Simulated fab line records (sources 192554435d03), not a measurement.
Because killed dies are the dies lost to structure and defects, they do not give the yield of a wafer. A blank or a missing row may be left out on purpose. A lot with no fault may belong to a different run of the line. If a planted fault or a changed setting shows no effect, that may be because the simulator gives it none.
Split-lot experiment -- flow n5_finfet -- 21 wafers read across 7 lots, on a route 1938 steps long

## THE SPLIT
At N5_FIN_SAQP_SPACER1_ALD_24 (deposits SiO2, target thk 20.3 nm, pulse time 1 s, purge time 2 s), the setting temp_c was moved away from the recipe's 300 C on 8 of the 21 wafers read, by -3.3% to +3.0%. This setting was run at the recipe's value on the other wafers.

## THE PATH FROM SPLIT TO READING: the file shows 1 step between them
- N5_FIN_SAQP_SPACER1_ETCHBACK_25: etches SiO2 in CHF3/O2, target depth 24.4 nm, time 12.2 s

## THE READING
FIN_SAQP.cd_nm (the simulator's own value, which no gauge read), in nm, at N5_FIN_SAQP_MANDREL1_REMOVE_56 (chemistry HBr/Cl2/O2, target a-Si, stops on SiNx, bt time 10 s). The file gives no usual value for it. Across the 13 wafers here that went through the recipe, the average is 20.3 nm and the standard deviation 0.12 nm.

wafer,"tool, chamber at the split","temp_c as run, C",against the recipe,"FIN_SAQP.cd_nm, nm",against lot-mates on the recipe
L075.1,"ald_sin-01, 3,1,0",300,recipe,20.4,-
L075.3,"ald_sin-01, 3,1,0",300,recipe,20.4,-
L075.4,"ald_sin-01, 3,1,0",300,recipe,20.4,-
L078.1,"ald_sin-01, 0,3",291,-3.0%,21,+0.8
L078.2,"ald_sin-01, 3",300,recipe,20.2,-
L078.6,"ald_sin-01, 0,3",291,-3.0%,20.8,+0.6
L085.1,"ald_sin-01, 3",290.3,-3.2%,21,+0.8
L085.5,"ald_sin-01, 3",290.3,-3.2%,21.2,+1.0
L085.6,"ald_sin-01, 0",300,recipe,20.2,-
L087.3,"ald_sin-01, 3",290.2,-3.3%,21,+0.8
L087.4,"ald_sin-01, 2,3",300,recipe,20.2,-
L087.6,"ald_sin-01, 2,3",300,recipe,20.2,-
L092.1,"ald_sin-03, 0,2",309,+3.0%,20,-0.2
L092.3,"ald_sin-03, 0,2",309,+3.0%,19.8,-0.4
L092.6,"ald_sin-03, 3",300,recipe,20.2,-
L093.3,"ald_sin-03, 3",300,recipe,20.4,-
L093.4,"ald_sin-03, 0,1",300,recipe,20.4,-
L093.6,"ald_sin-03, 0,1",300,recipe,20.4,-
L097.3,"ald_sin-01, 1",306.6,+2.2%,20.2,+0.1
L097.5,"ald_sin-01, 2,3",300,recipe,20,-
L097.6,"ald_sin-01, 2,3",300,recipe,20.2,-
When a row names more than one chamber, that row covers several wafers, and the file does not tell which wafer ran in which chamber.

THE FIT
A straight line over all 21 wafers: FIN_SAQP.cd_nm changes by -0.184 nm for each +1% of temp_c; r = -0.91; the points scatter about the line by 0.16 nm.
The same after taking each lot's own level away (the mean of its wafers on the recipe; 21 wafers): -0.186 nm for each +1%; r = -0.91; scatter 0.17 nm.
Per that fit: largest temp_c move, reading shift of 0.61 nm.
The lots' own levels span 20.10 to 20.40 nm, that is 2.4 times the standard deviation above.
The two slopes agree, so the slope changes little with the lot-to-lot level.
Check: with one of the wafers moved furthest among these (-3.3%) left out of the fit, the line predicts +0.688 nm for it against its lot-mates. It came out at +0.8 nm against them.

## FURTHER SPLITS ON THESE WAFERS
Before the reading, these wafers also passed through other splits. Each is held against what the fit with the lots' levels taken away leaves over:
other split on the same wafers,wafers away from the commonest value,r with FIN_SAQP.cd_nm (lot level and that fit taken away)
N5_PMOS_HMC_CHANNEL_EPI_PEB_07 peb_time_s,7,-0.18
N5_PMOS_HMC_CHANNEL_EPI_DEVELOP_08 develop_time_s,7,+0.39

## THE WHOLE CHAIN: every reading that the file lists as answering this split, in the file's order
step,what it does,reading,change (the file's fit),r (the file's)
N5_FIN_SAQP_SPACER1_ALD_24,"deposits SiO2, target thk 20.3 nm, pulse time 1 s, purge time 2 s","SiO2_of_FIN_SAQP_SPACER1_ALD_24.thk_nm (the simulator's own value, which no gauge read)",-0.179 nm for each +1% of the setting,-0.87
N5_FIN_SAQP_MANDREL1_REMOVE_56,"chemistry HBr/Cl2/O2, target a-Si, stops on SiNx, bt time 10 s","FIN_SAQP.cd_nm (the simulator's own value, which no gauge read)",-0.189 nm for each +1% of the setting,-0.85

## THE FILE'S OWN FIT
FIN_SAQP.cd_nm changes by -0.189 nm for each +1% of temp_c, r = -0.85.
